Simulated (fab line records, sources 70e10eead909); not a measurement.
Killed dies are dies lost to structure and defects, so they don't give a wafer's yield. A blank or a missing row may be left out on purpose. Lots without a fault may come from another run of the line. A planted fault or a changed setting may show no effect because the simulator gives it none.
Chamber matching | flow nand_harc | NHARC_P_M1_DESCUM_14 on rie_diel-06: 4 sister chambers
The step chemistry O2, time 3 s. 20 wafers are shown with their chamber, then 10 later ones without.

WAFERS WITH THEIR CHAMBER
wafer  | chamber | drypump_motor_current_A (A) | showerhead_plenum_p_Torr (Torr) | oes_product_au (a.u.)
L074.1 | 1       | 5.5                         | 2.01                            | 0.977
L074.4 | 3       | 6.1                         | 1.98                            | 1.009
L074.5 | 0       | 5.7                         | 1.95                            | 0.990
L076.2 | 1       | 5.5                         | 2.01                            | 0.988
L076.3 | 2       | 6.7                         | 1.92                            | 0.993
L076.4 | 3       | 6.1                         | 1.98                            | 1.009
L078.1 | 0       | 5.7                         | 1.95                            | 1.001
L078.3 | 3       | 6.1                         | 1.98                            | 1.002
L078.5 | 0       | 5.7                         | 1.95                            | 1.008
L080.4 | 1       | 5.6                         | 2.00                            | 0.996
L080.5 | 1       | 5.5                         | 2.00                            | 0.998
L080.6 | 2       | 6.7                         | 1.92                            | 0.993
L081.1 | 1       | 5.5                         | 2.00                            | 0.997
L081.2 | 0       | 5.7                         | 1.95                            | 1.012
L081.3 | 3       | 6.1                         | 1.98                            | 1.011
L087.2 | 2       | 6.8                         | 1.91                            | 0.991
L087.4 | 0       | 5.7                         | 1.95                            | 1.007
L087.5 | 2       | 6.7                         | 1.91                            | 0.996
L089.3 | 3       | 6.1                         | 1.98                            | 1.022
L089.4 | 0       | 5.7                         | 1.95                            | 1.005

SIGNATURES (means of the wafers above)
reading                  | chamber 0 | chamber 1 | chamber 2 | chamber 3 | scatter within a chamber
drypump_motor_current_A  | 5.700     | 5.520     | 6.725     | 6.100     | 0.0311
showerhead_plenum_p_Torr | 1.9500    | 2.0040    | 1.9150    | 1.9800    | 0.00371
oes_product_au           | 1.00383   | 0.99120   | 0.99325   | 1.01060   | 0.00721
Rule: a wafer's distance from a chamber is the root of the sum, over the readings, of the square of ((its reading less the chamber's mean) divided by the reading's scatter). The wafer belongs to the nearest chamber; if the next one is less than 2 further off, it can't be placed. The scatter: the root of (the sum of the squares of (reading less its chamber's mean) over the shown wafers, divided by (wafers less chambers)).

WAFERS WITHOUT THEIR CHAMBER
wafer  | drypump_motor_current_A (A) | showerhead_plenum_p_Torr (Torr) | oes_product_au (a.u.)
L089.5 | 6.7                         | 1.91                            | 1.001
L093.3 | 5.5                         | 2.00                            | 0.985
L093.5 | 6.1                         | 1.98                            | 1.019
L093.6 | 6.7                         | 1.91                            | 1.017
L095.2 | 6.1                         | 1.98                            | 1.008
L095.5 | 6.7                         | 1.91                            | 1.002
L095.6 | 5.6                         | 2.00                            | 0.997
L097.1 | 5.5                         | 2.00                            | 0.982
L097.4 | 6.1                         | 1.98                            | 1.010
L097.5 | 5.5                         | 2.00                            | 0.994

WHICH CHAMBER EACH WENT THROUGH
wafer  | from the rows above | in truth
L089.5 | 2                   | 2
L093.3 | 1                   | 1
L093.5 | 3                   | 3
L093.6 | 2                   | 2
L095.2 | 3                   | 3
L095.5 | 2                   | 2
L095.6 | 1                   | 1
L097.1 | 1                   | 1
L097.4 | 3                   | 3
L097.5 | 1                   | 1
Placed correctly: 10 of 10. Can't be placed from these rows: 0. Placed wrongly: 0.
